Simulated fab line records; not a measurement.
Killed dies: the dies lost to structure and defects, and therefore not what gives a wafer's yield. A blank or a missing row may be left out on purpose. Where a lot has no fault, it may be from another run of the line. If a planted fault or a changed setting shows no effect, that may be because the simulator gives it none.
fab line records	flow nand-harc
[record] lots = 24	wafers = 72	last-day = 26
route steps=1159 shown P_M2@330 P_BONDPAD@352
lots untouched by any fault: they come from a run of this same line in which no faults occurred
start-h: the number of hours between the record's first day and the start of the first shown wafer of the lot	wait-h: time in hours since the lot's previous step	" repeats the value in the row above	L1.1+2: several wafers, shown together as one row	- no value present, or no start provided	* or withheld: withheld	< > ~ a bound
route shown NAME@n: names a module that has steps shown in the file, with the first one's number in the route	usual: the fault-free wafers' mean and standard deviation	same: alike in all rows	chamber/n: place in a boat	sites: the reading at each site	_std_site: standard deviation of those values	_edge_site: outer sites' mean less inner sites'	radius-mm: how far each site lies from the wafer's centre	mask NAME#n: copy n	behind: the tool/chamber that last shaped the wafer	hold: what put the lot on hold/how long, in hours/how the hold closed	device: transistor that didn't switch, given as n, p or np	end of line: the same wafers' tests at the end of the route	a step given without rows: its recipe and nothing more	killed: at the first sort, the dies lost to defects and structure; wafer yield is something else	map: the dies of a wafer, with x for killed, . for not killed, _ for no die there
set.NAME: the run value of the setting; set.NAME@STEP: its run value at that earlier step	model.NAME: the simulator's own value behind a step, which no gauge read
one table for each step of the route and one row for each wafer, over a sample of lots
services: when a tool's chamber went out of use (start-h, in hours from the record's first day, below 0 if earlier), for how many hours, and the reason
[[steps]]
[step NHARC_P_M2_INSPECT_11]
[usual] raw-defect-count = 3.9/2.5
lot.wafer	tool	chamber	start-h	wait-h	raw-defect-count
L074.3	defect-inspect-01	-	123.31	0.0	3
L074.4	"	-	"	"	2
L074.5	"	-	"	"	6
L075.3	defect-inspect-01	-	134.50	0.0	4
L075.4	"	-	"	"	4
L075.5	"	-	"	"	2
L076.1	defect-inspect-02	-	137.74	0.0	5
L076.3	"	-	"	"	8
L076.4	"	-	"	"	5
L077.1	defect-inspect-02	-	142.68	0.0	2
L077.2	"	-	"	"	4
L077.5	"	-	"	"	3
L078.1	defect-inspect-01	-	144.98	0.0	1
L078.2	"	-	"	"	2
L078.4	"	-	"	"	3
L080.2	defect-inspect-01	-	160.82	0.0	0
L080.3	"	-	"	"	0
L080.5	"	-	"	"	3
L079.2	defect-inspect-01	-	161.16	0.0	1
L079.4	"	-	"	"	3
L079.5	"	-	"	"	0
L081.4	defect-inspect-01	-	171.07	0.0	2
L081.5	"	-	"	"	3
L081.6	"	-	"	"	2
L082.3	defect-inspect-01	-	174.64	0.0	4
L082.5	"	-	"	"	7
L082.6	"	-	"	"	7
L083.2	defect-inspect-01	-	179.16	0.0	2
L083.3	"	-	"	"	3
L083.4	"	-	"	"	1
L084.2	defect-inspect-02	-	179.59	0.0	4
L084.4	"	-	"	"	5
L084.6	"	-	"	"	4
L087.2	defect-inspect-02	-	200.08	0.0	4
L087.4	"	-	"	"	6
L087.6	"	-	"	"	2
L085.2	defect-inspect-02	-	201.16	0.0	5
L085.4	"	-	"	"	4
L085.6	"	-	"	"	4
L086.2	defect-inspect-02	-	202.02	0.0	5
L086.3	"	-	"	"	4
L086.6	"	-	"	"	6
L089.2	defect-inspect-01	-	211.70	0.0	7
L089.4	"	-	"	"	7
L089.5	"	-	"	"	5
L088.1	defect-inspect-02	-	216.44	0.0	3
L088.2	"	-	"	"	1
L088.5	"	-	"	"	9
L090.2	defect-inspect-02	-	227.60	0.0	4
L090.5	"	-	"	"	4
L090.6	"	-	"	"	6
L092.1	defect-inspect-01	-	231.89	0.0	4
L092.3	"	-	"	"	4
L092.4	"	-	"	"	2
L091.2	defect-inspect-02	-	232.35	0.0	7
L091.3	"	-	"	"	8
L091.6	"	-	"	"	10
L093.1	defect-inspect-02	-	242.24	0.0	5
L093.2	"	-	"	"	0
L093.5	"	-	"	"	3
L094.1	defect-inspect-02	-	243.45	0.0	1
L094.2	"	-	"	"	2
L094.3	"	-	"	"	1
L095.2	defect-inspect-02	-	245.71	0.0	3
L095.3	"	-	"	"	0
L095.6	"	-	"	"	8
L097.2	defect-inspect-02	-	260.70	0.0	0
L097.4	"	-	"	"	1
L097.6	"	-	"	"	1
L096.2	defect-inspect-02	-	261.95	0.0	5
L096.3	"	-	"	"	2
L096.6	"	-	"	"	3
[step NHARC_P_M2_STRIP_18]
[recipe] power-w = 1000	n2-flow-sccm = 150	h2-flow-sccm = 150	ar-flow-sccm = 0	bias-w = 0	chemistry = N2/H2
[usual] drypump-motor-current-A = 5.6/0.33	oes-product-au = 1.003/0.0079	rf-vpp-V = 90.7/0.83	showerhead-plenum-p-Torr = 2.04/0.059	throttle-valve-pct = 14.171/0.01
lot.wafer	tool	chamber	start-h	wait-h	drypump-motor-current-A	oes-product-au	rf-hours-counter-h	rf-vpp-V	showerhead-plenum-p-Torr	throttle-valve-pct
L074.4	rie-diel-01	1	123.74	0.1	5.4	1.010	28	91.8	2.15	14.160
L074.3	"	2	"	"	5.1	1.017	29	91.7	1.99	14.171
L074.5	"	1	"	"	5.4	1.016	-	91.8	2.15	14.174
L075.3	rie-diel-03	2	134.94	0.1	5.3	0.993	3	90.6	1.98	14.183
L075.4	"	0	"	"	5.6	0.989	3	91.1	2.12	14.179
L075.5	"	3	"	"	5.8	0.997	-	89.8	2.09	14.175
L076.1	rie-diel-03	3	138.21	0.1	5.9	1.004	3	92.1	2.09	14.182
L076.4	"	0	"	"	5.6	0.998	3	92.3	2.12	14.165
L076.3	"	1	"	"	5.7	1.004	3	90.0	2.02	14.174
L077.2	rie-diel-03	1	143.15	0.1	5.7	0.994	4	89.5	2.02	14.160
L077.1	"	3	"	"	5.9	0.993	4	90.8	2.09	14.178
L077.5	"	1	"	"	5.7	0.997	-	90.4	2.02	14.156
L078.1	rie-diel-03	0	145.46	0.1	5.6	0.998	4	90.6	2.12	14.185
L078.2	"	2	"	"	5.3	1.002	3	91.0	1.98	14.165
L078.4	"	3	"	"	5.9	1.012	4	91.0	2.09	14.165
L080.3	rie-diel-03	2	161.30	0.1	5.4	1.002	4	90.9	1.98	14.155
L080.2	"	3	"	"	5.9	1.004	4	91.8	2.09	14.176
L080.5	"	2	"	"	5.3	1.011	-	91.0	1.98	14.173
L079.4	rie-diel-12	0	161.78	0.1	6.7	1.006	40	91.6	2.02	14.176
L079.2	"	1	"	"	5.4	1.008	46	92.2	2.10	14.177
L079.5	"	1	"	"	5.4	1.015	-	90.6	2.10	14.171
L081.4	rie-diel-03	0	171.50	0.1	5.6	0.997	5	90.9	2.12	14.164
L081.5	"	0	"	"	5.6	1.000	-	89.8	2.12	14.165
L081.6	"	1	"	"	5.7	1.000	-	91.4	2.02	14.194
L082.3	rie-diel-03	2	175.10	0.1	5.3	1.005	5	90.9	1.98	14.157
L082.5	"	2	"	"	5.4	0.995	-	91.2	1.98	14.157
L082.6	"	3	"	"	5.9	0.981	-	90.3	2.09	14.167
L083.4	rie-diel-03	0	179.63	0.1	5.6	1.007	5	91.2	2.12	14.165
L083.2	"	1	"	"	5.7	1.006	5	90.4	2.02	14.169
L083.3	"	2	"	"	5.3	1.006	5	91.0	1.98	14.163
L084.2	rie-diel-03	1	180.10	0.1	5.7	1.008	5	91.1	2.02	14.169
L084.4	"	0	"	"	5.6	1.008	5	91.4	2.12	14.185
L084.6	"	2	"	"	5.3	1.007	-	89.9	1.98	14.179
L087.2	rie-diel-12	0	200.57	0.1	6.7	0.996	55	89.3	2.02	14.179
L087.4	"	1	"	"	5.3	0.995	61	91.5	2.10	14.191
L087.6	"	2	"	"	5.7	1.007	-	90.0	1.95	14.181
L085.2	rie-diel-03	3	201.65	0.1	5.9	1.002	6	89.9	2.09	14.152
L085.4	"	0	"	"	5.6	1.006	6	90.7	2.12	14.196
L085.6	"	2	"	"	5.3	1.009	-	90.1	1.98	14.177
L086.2	rie-diel-03	2	202.45	0.1	5.4	1.011	6	90.2	1.98	14.176
L086.3	"	3	"	"	5.9	0.994	6	91.1	2.09	14.179
L086.6	"	2	"	"	5.4	1.020	-	90.5	1.98	14.170
L089.4	rie-diel-03	3	212.13	0.1	5.9	1.000	6	91.0	2.09	14.179
L089.2	"	0	"	"	5.6	1.006	6	91.6	2.12	14.185
L089.5	"	3	"	"	5.9	0.996	-	90.7	2.09	14.176
L088.1	rie-diel-01	3	216.96	0.1	6.2	0.998	17	91.3	1.98	14.159
L088.2	"	0	"	"	5.7	0.993	17	90.1	2.03	14.147
L088.5	"	0	"	"	5.7	1.004	-	89.9	2.03	14.172
L090.2	rie-diel-01	1	228.07	0.1	5.4	1.019	18	91.5	2.14	14.177
L090.6	"	0	"	"	5.6	0.998	-	90.5	2.03	14.175
L090.5	"	1	"	"	5.4	1.018	-	92.6	2.14	14.165
L092.4	rie-diel-01	3	232.36	0.1	6.2	1.004	20	90.8	1.98	14.180
L092.3	"	0	"	"	5.7	1.003	20	88.6	2.03	14.165
L092.1	"	1	"	"	5.4	1.014	19	90.8	2.14	14.159
L091.2	rie-diel-03	3	232.83	0.1	5.9	0.992	1	92.0	2.09	14.176
L091.3	"	1	"	"	5.6	1.010	1	90.3	2.02	14.194
L091.6	"	3	"	"	5.9	0.989	-	90.1	2.09	14.171
L093.2	rie-diel-01	3	242.79	0.1	6.2	1.001	21	90.5	1.98	14.190
L093.1	"	0	"	"	5.7	0.994	22	90.6	2.03	14.171
L093.5	"	2	"	"	5.1	1.005	-	89.3	1.98	14.169
L094.3	rie-diel-01	2	243.89	0.1	5.1	1.013	22	90.9	1.98	14.179
L094.1	"	3	"	"	6.2	0.993	21	89.6	1.98	14.177
L094.2	"	0	"	"	5.6	0.996	22	90.3	2.03	14.164
L095.3	rie-diel-01	3	246.15	0.1	6.2	1.014	22	89.2	1.98	14.176
L095.2	"	1	"	"	5.4	1.009	21	90.2	2.14	14.185
L095.6	"	0	"	"	5.7	0.996	-	90.2	2.03	14.180
L097.4	rie-diel-03	1	261.19	0.1	5.7	0.996	2	88.9	2.02	14.176
L097.2	"	2	"	"	5.4	1.004	2	91.5	1.98	14.159
L097.6	"	0	"	"	5.5	1.000	-	91.5	2.12	14.159
L096.3	rie-diel-01	1	262.39	0.1	5.4	1.002	23	92.6	2.14	14.175
L096.2	"	2	"	"	5.1	1.001	25	90.1	1.98	14.182
L096.6	"	1	"	"	5.4	0.997	-	91.4	2.14	14.168
[step NHARC_P_BONDPAD_CMP_32]
[recipe] target-thk-nm = 200	material = SiCN
[usual] motor-current-A = 11.6/1.1	pad-life-wafers = 226/150
lot.wafer	tool	chamber	start-h	wait-h	motor-current-A	pad-life-wafers
L074.3	cmp-01	0	126.90	-	11.3	204
L074.4	"	1	"	"	10.1	205
L074.5	"	1	"	"	11.5	-
L075.4	cmp-02	2	138.18	-	14.2	36
L075.3	"	3	"	"	10.9	37
L075.5	"	3	"	"	10.9	-
L076.3	cmp-02	0	141.38	-	9.7	60
L076.4	"	1	"	"	12.3	61
L076.1	"	3	"	"	10.4	63
L077.2	cmp-03	3	146.33	-	10.3	438
L077.1	"	0	"	"	12.0	439
L077.5	"	3	"	"	10.6	-
L078.1	cmp-02	2	148.86	-	13.2	102
L078.2	"	3	"	"	10.9	103
L078.4	"	1	"	"	12.2	105
L080.2	cmp-03	3	164.51	-	10.5	18
L080.3	"	0	"	"	12.3	19
L080.5	"	0	"	"	11.4	-
L079.2	cmp-03	0	165.16	-	11.9	25
L079.4	"	2	"	"	12.9	27
L079.5	"	0	"	"	12.3	-
L081.4	cmp-03	1	174.77	-	12.0	87
L081.5	"	2	"	"	12.6	-
L081.6	"	3	"	"	10.7	-
L082.3	cmp-01	0	178.29	-	11.2	468
L082.6	"	0	"	"	11.4	-
L082.5	"	1	"	"	11.3	-
L083.4	cmp-02	0	182.77	-	10.0	324
L083.3	"	1	"	"	12.2	325
L083.2	"	3	"	"	10.8	327
L084.4	cmp-02	0	183.31	-	9.8	332
L084.2	"	1	"	"	11.4	333
L084.6	"	2	"	"	12.9	-
L087.2	cmp-01	1	203.74	-	11.6	74
L087.4	"	2	"	"	11.8	75
L087.6	"	3	"	"	12.1	-
L085.2	cmp-01	1	204.81	-	11.5	80
L085.4	"	2	"	"	11.6	81
L085.6	"	0	"	"	11.2	-
L086.3	cmp-03	3	206.16	-	10.0	246
L086.2	"	2	"	"	12.8	249
L086.6	"	0	"	"	12.5	-
L089.2	cmp-02	1	215.36	-	11.5	492
L089.4	"	2	"	"	13.3	493
L089.5	"	1	"	"	12.2	-
L088.1	cmp-03	2	220.24	-	13.2	318
L088.2	"	1	"	"	12.5	321
L088.5	"	3	"	"	10.5	-
L090.2	cmp-03	3	231.60	-	10.8	404
L090.5	"	1	"	"	12.8	-
L090.6	"	2	"	"	12.9	-
L092.4	cmp-01	3	235.52	-	11.8	288
L092.1	"	0	"	"	11.8	289
L092.3	"	2	"	"	11.5	291
L091.2	cmp-03	2	236.09	-	13.5	439
L091.3	"	0	"	"	12.3	441
L091.6	"	1	"	"	12.6	-
L093.2	cmp-02	0	246.27	-	10.1	120
L093.1	"	1	"	"	11.4	121
L093.5	"	1	"	"	12.1	-
L094.2	cmp-02	0	247.31	-	10.3	132
L094.1	"	1	"	"	11.7	133
L094.3	"	3	"	"	11.0	135
L095.3	cmp-02	0	249.34	-	9.7	168
L095.2	"	2	"	"	13.8	170
L095.6	"	0	"	"	9.9	-
L097.4	cmp-02	0	264.28	-	10.0	270
L097.2	"	1	"	"	12.4	271
L097.6	"	0	"	"	9.8	-
L096.2	cmp-02	2	265.69	-	13.4	284
L096.3	"	3	"	"	10.6	285
L096.6	"	0	"	"	10.0	-
[step NHARC_P_BONDPAD_ETCH_12]
[recipe] target-depth-a = 2000	time-s = 100	chf3-flow-sccm = 50	o2-flow-sccm = 10	ar-flow-sccm = 200	rf-w = 500	bias-w = 200	chemistry = CHF3/O2
[usual] drypump-motor-current-A = 6.0/0.44	oes-product-au = 0.952/0.024	rf-vpp-V = 371.4/1.8	showerhead-plenum-p-Torr = 2.43/0.074	throttle-valve-pct = 20.573/0.0089
lot.wafer	tool	chamber	start-h	wait-h	drypump-motor-current-A	oes-product-au	rf-hours-counter-h	rf-vpp-V	showerhead-plenum-p-Torr	throttle-valve-pct
L074.3	rie-diel-11	2	-	-	5.5	0.992	32	368.5	2.33	20.568
L074.4	"	3	"	"	6.4	0.994	28	368.5	2.35	20.563
L074.5	"	2	"	"	5.5	0.990	-	369.3	2.33	20.564
L075.4	rie-diel-06	0	-	-	6.4	0.938	5	372.1	2.43	20.574
L075.3	"	1	"	"	5.4	0.930	5	373.2	2.50	20.588
L075.5	"	0	"	"	6.4	0.938	-	371.1	2.43	20.568
L076.4	rie-diel-06	1	-	-	5.3	0.984	5	373.2	2.50	20.563
L076.1	"	2	"	"	6.0	0.979	5	370.5	2.39	20.559
L076.3	"	3	"	"	6.3	0.972	5	373.2	2.50	20.583
L077.1	rie-diel-06	1	-	-	5.3	0.926	6	373.1	2.50	20.560
L077.2	"	2	"	"	6.0	0.917	6	370.1	2.39	20.565
L077.5	"	0	"	"	6.4	0.929	-	372.1	2.43	20.570
L078.1	rie-diel-06	3	-	-	6.4	0.935	6	372.4	2.50	20.576
L078.2	"	1	"	"	5.4	0.926	6	373.9	2.50	20.575
L078.4	"	1	"	"	5.3	0.929	-	373.7	2.50	20.582
L080.3	rie-diel-06	1	165.80	0.1	5.4	0.935	8	372.5	2.50	20.575
L080.2	"	3	"	"	6.3	0.925	7	373.6	2.50	20.571
L080.5	"	3	"	"	6.3	0.921	-	373.2	2.50	20.580
L079.2	rie-diel-06	3	-	-	6.3	0.941	7	372.0	2.50	20.587
L079.5	"	1	"	"	5.4	0.963	-	372.7	2.50	20.567
L079.4	"	2	"	"	6.0	0.949	-	370.7	2.39	20.574
L081.4	rie-diel-06	0	-	-	6.4	0.958	6	371.1	2.43	20.574
L081.5	"	1	"	"	5.4	0.924	-	372.9	2.50	20.565
L081.6	"	2	"	"	6.0	0.935	-	371.2	2.39	20.558
L082.3	rie-diel-06	1	-	-	5.4	0.988	10	372.8	2.50	20.572
L082.6	"	3	"	"	6.3	0.958	-	371.9	2.50	20.582
L082.5	"	0	"	"	6.4	0.976	-	371.4	2.43	20.569
L083.2	rie-diel-11	3	-	-	6.5	0.927	53	369.3	2.34	20.558
L083.3	"	0	"	"	6.3	0.926	62	367.5	2.24	20.574
L083.4	"	2	"	"	5.5	0.932	56	370.9	2.32	20.588
L084.4	rie-diel-06	0	-	-	6.4	0.998	7	371.2	2.43	20.568
L084.2	"	1	"	"	5.3	0.941	10	373.0	2.50	20.585
L084.6	"	1	"	"	5.4	0.949	-	373.7	2.50	20.562
L087.2	rie-diel-06	1	-	-	5.3	0.945	13	372.6	2.50	20.558
L087.4	"	3	"	"	6.3	0.928	11	372.5	2.50	20.566
L087.6	"	2	"	"	6.0	0.922	-	371.4	2.39	20.574
L085.4	rie-diel-06	2	-	-	6.0	0.967	13	369.4	2.39	20.562
L085.2	"	0	"	"	6.3	0.989	9	370.5	2.43	20.578
L085.6	"	3	"	"	6.3	0.990	-	372.2	2.50	20.577
L086.2	rie-diel-06	0	-	-	6.4	0.938	9	370.6	2.43	20.578
L086.3	"	2	"	"	6.0	0.929	13	371.0	2.39	20.583
L086.6	"	1	"	"	5.3	0.943	-	374.3	2.50	20.571
L089.4	rie-diel-06	0	-	-	6.4	0.980	10	370.5	2.43	20.563
L089.2	"	2	"	"	6.0	0.977	14	368.8	2.39	20.581
L089.5	"	1	"	"	5.3	0.987	-	373.6	2.50	20.575
L088.1	rie-diel-11	2	-	-	5.5	0.967	10	368.2	2.32	20.585
L088.2	"	0	"	"	6.2	0.976	10	367.3	2.24	20.572
L088.5	"	2	"	"	5.5	0.979	-	369.2	2.32	20.568
L090.2	rie-diel-06	0	-	-	6.4	0.989	12	369.9	2.43	20.587
L090.6	"	2	"	"	6.0	0.962	-	369.8	2.39	20.585
L090.5	"	3	"	"	6.3	0.961	-	373.0	2.50	20.567
L092.3	rie-diel-06	2	-	-	6.0	0.926	17	369.7	2.39	20.560
L092.4	"	3	"	"	6.3	0.926	14	371.7	2.50	20.583
L092.1	"	0	"	"	6.4	0.932	12	370.6	2.43	20.579
L091.3	rie-diel-06	1	-	-	5.3	0.949	17	372.9	2.49	20.563
L091.2	"	3	"	"	6.4	0.929	14	372.5	2.50	20.592
L091.6	"	0	"	"	6.4	0.947	-	371.6	2.43	20.585
L093.1	rie-diel-02	3	-	-	6.1	0.918	34	372.3	2.50	20.575
L093.2	"	0	"	"	6.6	0.926	32	369.2	2.35	20.592
L093.5	"	2	"	"	5.4	0.920	-	366.6	2.22	20.580
L094.1	rie-diel-02	2	-	-	5.4	0.936	34	367.0	2.22	20.572
L094.2	"	3	"	"	6.1	0.926	35	372.6	2.50	20.571
L094.3	"	1	"	"	6.7	0.920	33	370.3	2.36	20.559
L095.2	rie-diel-06	3	-	-	6.3	0.977	0	372.1	2.50	20.590
L095.3	"	0	"	"	6.4	0.991	0	369.2	2.43	20.574
L095.6	"	3	"	"	6.3	0.975	-	374.0	2.50	20.576
L097.4	rie-diel-06	1	-	-	5.3	0.956	2	372.6	2.49	20.581
L097.2	"	3	"	"	6.3	0.972	2	373.9	2.50	20.571
L097.6	"	1	"	"	5.4	0.973	-	372.6	2.49	20.582
L096.3	rie-diel-06	3	-	-	6.3	0.984	2	372.4	2.50	20.579
L096.2	"	2	"	"	6.0	0.990	2	370.7	2.39	20.567
L096.6	"	3	"	"	6.3	0.973	-	373.4	2.50	20.579
[step NHARC_P_BONDPAD_CD_MEAS_13]
[usual] cd-nm = 501.3/1.9
lot.wafer	tool	chamber	start-h	wait-h	cd-nm
L074.3	cd-sem-03	-	128.25	-	503.8
L074.4	"	-	"	"	500.4
L074.5	"	-	"	"	501.6
L075.3	cd-sem-03	-	139.41	-	499.2
L075.4	"	-	"	"	500.5
L075.5	"	-	"	"	500.8
L076.1	cd-sem-01	-	142.73	-	499.6
L076.3	"	-	"	"	499.2
L076.4	"	-	"	"	502.8
L077.1	cd-sem-03	-	147.55	-	501.0
L077.2	"	-	"	"	499.2
L077.5	"	-	"	"	496.6
L078.1	cd-sem-01	-	150.25	-	499.2
L078.2	"	-	"	"	501.3
L078.4	"	-	"	"	497.0
L080.2	cd-sem-01	-	165.96	-	498.6
L080.3	"	-	"	"	503.1
L080.5	"	-	"	"	500.3
L079.2	cd-sem-03	-	166.56	-	502.5
L079.4	"	-	"	"	502.9
L079.5	"	-	"	"	501.4
L081.4	cd-sem-01	-	176.06	-	501.3
L081.5	"	-	"	"	499.8
L081.6	"	-	"	"	503.8
L082.3	cd-sem-02	-	179.64	-	500.0
L082.5	"	-	"	"	501.5
L082.6	"	-	"	"	503.4
L083.2	cd-sem-03	-	183.99	-	498.2
L083.3	"	-	"	"	501.9
L083.4	"	-	"	"	501.3
L084.2	cd-sem-02	-	184.61	-	497.1
L084.4	"	-	"	"	498.1
L084.6	"	-	"	"	497.8
L087.2	cd-sem-01	-	205.05	-	500.2
L087.4	"	-	"	"	501.3
L087.6	"	-	"	"	502.0
L085.2	cd-sem-01	-	205.98	-	501.6
L085.4	"	-	"	"	500.7
L085.6	"	-	"	"	498.4
L086.2	cd-sem-02	-	207.39	-	503.5
L086.3	"	-	"	"	503.6
L086.6	"	-	"	"	501.4
L089.2	cd-sem-01	-	216.74	-	497.9
L089.4	"	-	"	"	498.9
L089.5	"	-	"	"	502.1
L088.1	cd-sem-03	-	221.61	-	502.2
L088.2	"	-	"	"	503.5
L088.5	"	-	"	"	502.8
L090.2	cd-sem-03	-	232.91	-	500.5
L090.5	"	-	"	"	501.5
L090.6	"	-	"	"	500.5
L092.1	cd-sem-01	-	236.87	-	501.6
L092.3	"	-	"	"	501.1
L092.4	"	-	"	"	497.7
L091.2	cd-sem-02	-	237.37	-	500.5
L091.3	"	-	"	"	504.6
L091.6	"	-	"	"	501.5
L093.1	cd-sem-03	-	247.64	-	499.8
L093.2	"	-	"	"	504.6
L093.5	"	-	"	"	502.4
L094.1	cd-sem-03	-	248.86	-	496.7
L094.2	"	-	"	"	496.7
L094.3	"	-	"	"	498.3
L095.2	cd-sem-03	-	250.62	-	502.6
L095.3	"	-	"	"	504.9
L095.6	"	-	"	"	504.0
L097.2	cd-sem-03	-	265.63	-	503.9
L097.4	"	-	"	"	504.6
L097.6	"	-	"	"	502.8
L096.2	cd-sem-02	-	266.86	-	504.5
L096.3	"	-	"	"	501.3
L096.6	"	-	"	"	502.7
[step NHARC_P_BONDPAD_PRE_CLEAN_26]
[recipe] time-s = 30	temp-c = 280	gas = H2/He
[usual] heater-power-w = 423/54
lot.wafer	tool	chamber	start-h	wait-h	heater-power-w
L074.4	pvd-sputter-02	-	-	-	580
L074.3	"	-	"	"	357
L074.5	"	-	"	"	567
L075.4	pvd-sputter-01	-	-	-	409
L075.3	"	-	"	"	426
L075.5	"	-	"	"	405
L076.1	pvd-sputter-02	-	-	-	423
L076.3	"	-	"	"	360
L076.4	"	-	"	"	381
L077.2	pvd-sputter-01	-	-	-	428
L077.1	"	-	"	"	434
L077.5	"	-	"	"	426
L078.4	pvd-sputter-01	-	-	-	410
L078.2	"	-	"	"	417
L078.1	"	-	"	"	415
L080.3	pvd-sputter-02	-	-	-	567
L080.2	"	-	"	"	438
L080.5	"	-	"	"	410
L079.2	pvd-sputter-02	-	-	-	426
L079.4	"	-	"	"	555
L079.5	"	-	"	"	409
L081.4	pvd-sputter-02	-	-	-	364
L081.5	"	-	"	"	375
L081.6	"	-	"	"	562
L082.3	pvd-sputter-01	-	-	-	435
L082.5	"	-	"	"	375
L082.6	"	-	"	"	421
L083.4	pvd-sputter-01	-	-	-	444
L083.3	"	-	"	"	448
L083.2	"	-	"	"	417
L084.4	pvd-sputter-03	-	-	-	420
L084.2	"	-	"	"	364
L084.6	"	-	"	"	427
L087.4	pvd-sputter-01	-	-	-	372
L087.2	"	-	"	"	406
L087.6	"	-	"	"	437
L085.2	pvd-sputter-02	-	-	-	366
L085.4	"	-	"	"	387
L085.6	"	-	"	"	411
L086.3	pvd-sputter-01	-	-	-	448
L086.2	"	-	"	"	384
L086.6	"	-	"	"	438
L089.2	pvd-sputter-01	-	-	-	428
L089.4	"	-	"	"	409
L089.5	"	-	"	"	379
L088.2	pvd-sputter-03	-	-	-	368
L088.1	"	-	"	"	464
L088.5	"	-	"	"	358
L090.2	pvd-sputter-03	-	-	-	395
L090.5	"	-	"	"	458
L090.6	"	-	"	"	393
L092.4	pvd-sputter-01	-	-	-	440
L092.3	"	-	"	"	440
L092.1	"	-	"	"	403
L091.2	pvd-sputter-03	-	-	-	399
L091.3	"	-	"	"	371
L091.6	"	-	"	"	457
L093.2	pvd-sputter-02	-	-	-	540
L093.1	"	-	"	"	415
L093.5	"	-	"	"	364
L094.1	pvd-sputter-02	-	-	-	384
L094.3	"	-	"	"	412
L094.2	"	-	"	"	357
L095.3	pvd-sputter-01	-	-	-	433
L095.2	"	-	"	"	448
L095.6	"	-	"	"	429
L097.4	pvd-sputter-02	-	-	-	535
L097.2	"	-	"	"	372
L097.6	"	-	"	"	414
L096.3	pvd-sputter-03	-	-	-	417
L096.2	"	-	"	"	375
L096.6	"	-	"	"	400
[[services]]
tool	chamber	start-h	hours	kind
rie-diel-06	-	106.28	0.8	repair
rie-diel-03	2	109.87	9.1	repair
rie-diel-03	-	118.73	1.1	repair
cmp-03	-	123.82	1.4	repair
cmp-02	-	128.06	1.1	repair
cmp-02	-	129.18	4.0	pm
pvd-sputter-02	-	134.85	0.8	repair
rie-diel-01	-	137.80	9.0	pm
rie-diel-06	0	147.49	22.1	repair
cmp-03	-	156.70	4.0	pm
pvd-sputter-01	-	158.03	10.0	pm
rie-diel-06	3	160.11	5.6	repair
cmp-03	-	178.03	0.5	repair
cmp-03	-	201.07	2.7	repair
rie-diel-01	3	204.20	3.6	repair
pvd-sputter-02	-	214.00	10.0	pm
rie-diel-03	-	215.30	9.0	pm
rie-diel-01	1	216.27	6.4	repair
pvd-sputter-01	-	222.21	9.6	repair
cmp-02	-	227.18	4.0	pm
cmp-03	-	239.32	1.1	repair
rie-diel-06	-	241.20	9.0	pm
pvd-sputter-01	-	246.78	2.8	repair
rie-diel-03	-	250.35	1.0	repair
[[key]]
fault none
